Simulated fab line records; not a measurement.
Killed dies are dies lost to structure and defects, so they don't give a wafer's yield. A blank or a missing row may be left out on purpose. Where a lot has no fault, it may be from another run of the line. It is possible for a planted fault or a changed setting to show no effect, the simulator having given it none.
A lot that was struck, set against a sound lot	flow n5 finfet	17 steps out of a route of 1938
Sound: wafers L921.1, L921.3, L921.4. Struck: wafer L929.2. (L929.3, L929.4 of the same lot were not struck and are left out.) The cause comes at the end.
At each step with rows: each side's tool, then ch and its chambers, then its first start. Under that, the readings that differ: sound wafers	struck wafers	difference of the means	sigmas: that difference in standard deviations of wafers without a fault.
alike: words and numbers the same on both sides, and readings whose means are apart by under 2 such deviations; not compared: readings that were withheld, readings missing a value for some wafer, numbers with overlapping values and no deviation given by the record, and bounds like >300 which may hide the same value.
Wherever a step has rows on one side only, a row that says differs or no value, or a row with sigmas, the two part there. Non-overlapping numbers with no deviation appear without sigmas and do not part them. A reading that every wafer of one side lacks parts them only if that side has two wafers or more.

first, 4 steps without rows for these wafers: N5_BEOL_M8_HM_STRIP_39 (strips TiN in peroxide tin strip, target depth 25 nm, time 158 s); N5_BEOL_M8_SRD_40 (time 30 s); N5_BEOL_M8_PRECLEAN_42 (cleans in residue remover, time 60 s); N5_BEOL_M8_SRD_43 (time 30 s).
N5_BEOL_M8_CD_MEAS_35: the cd target is 40 nm.
  struck on cd sem-01, day 11 17:44; sound on cd sem-01, day 9 15:46
reading	sound	struck	difference	sigmas
cd nm (nm)	40.0 41.3 41.5	39.0	-1.9	-3
N5_BEOL_M8_CURE_75: cures SiCOH lowk, time 120 s.
  sound on uv cure-02 ch 2, day 9 15:49; struck on uv cure-03 ch 2, day 11 18:16
  alike: lamp power pct, wafer_temp_C_max
N5_BEOL_M8_DEGAS_44: time 60 s.
  struck on pvd sputter-03, day 11 18:37; sound on pvd sputter-02, day 9 16:26
  alike: heater power w
N5_BEOL_M8_PRE_CLEAN_45: time 30 s.
  struck on pvd sputter-03, day 11 18:39; sound on pvd sputter-02, day 9 16:28
  alike: heater power w
N5_BEOL_M8_ALD_77: deposits TaN, target thk 2 nm, pulse time 2 s, purge time 3 s.
  sound on ald metal-02 ch 0,1,2, day 9 16:32; struck on ald metal-02 ch 1, day 11 18:43
  alike: heater power w
N5_BEOL_M8_SURFACE_TREAT_79:
  struck on pvd sputter-03, day 11 19:32; sound on pvd sputter-03, day 9 16:49
  not compared: throttle valve pct
then, 2 steps without rows for these wafers: N5_BEOL_M8_CVD_78 (deposits Co from CCTBA/H2, target thk 2 nm, time 142.3 s); N5_BEOL_M8_SPUTTER_48 (material Cu, target thk 10 nm, time 1.667 s).
N5_BEOL_M8_ECD_50: material Cu, target thk 300 nm.
  sound on ecd cu-02 ch 0,1, day 9 17:07; struck on ecd cu-02 ch 1, day 11 19:59
reading	sound	struck	difference	sigmas
model.Cu_of_BEOL_M8_ECD_50.thk nm (nm)	304.8 301.2 301.6	575	+272	
then, 1 step without rows for these wafers: N5_BEOL_M8_ANNEAL_51 (time 90 s).
N5_BEOL_M8_CMP_52: polishes, stops on SiCOH lowk, t overpolish 6.9 s, target thk 80 nm.
  sound on cmp-04 ch 0,1,3, day 9 17:30; struck on cmp-04 ch 0, day 11 20:25
reading	sound	struck	difference	sigmas
time to endpoint s (s)	62.4 62.1 62.7	114.9	+52.5	+21
  alike: motor current A
N5_BEOL_M8_THK_MEAS_53: measures by xrf.
  struck on film metro-01, day 11 20:40; sound on film metro-02, day 9 17:47
  alike: M8_THK
-- a jump in the record: the struck wafers' starts before and after are 3 days apart (it breaks off in module BEOL_M8 and resumes in module PASSIVATION, where the first step shown is number 1936 of the route) --
N5_PASSIVATION_PROBE_49:
  struck on prober-02, day 14 22:23; sound on prober-01, day 12 22:47
reading	sound	struck	difference	sigmas
killed_at_M0_to_M3	64 61 29	17	-34	-3
sort_bin_6_memory (%)	3.6 3.5 3.8	2.3	-1.3	-2
  alike: defect limited yield, killed_at_M4_up, killed at contacts, killed at front end, killed at other, killed dies, killed open, killed short, sort_bin_4_leakage, sort_bin_5_function, sort n pass, sort yield pct

WHERE THEY PART
At N5_BEOL_M8_CD_MEAS_35 first; at N5_PASSIVATION_PROBE_49 last (within this record only).

WHY: what the simulator had put in
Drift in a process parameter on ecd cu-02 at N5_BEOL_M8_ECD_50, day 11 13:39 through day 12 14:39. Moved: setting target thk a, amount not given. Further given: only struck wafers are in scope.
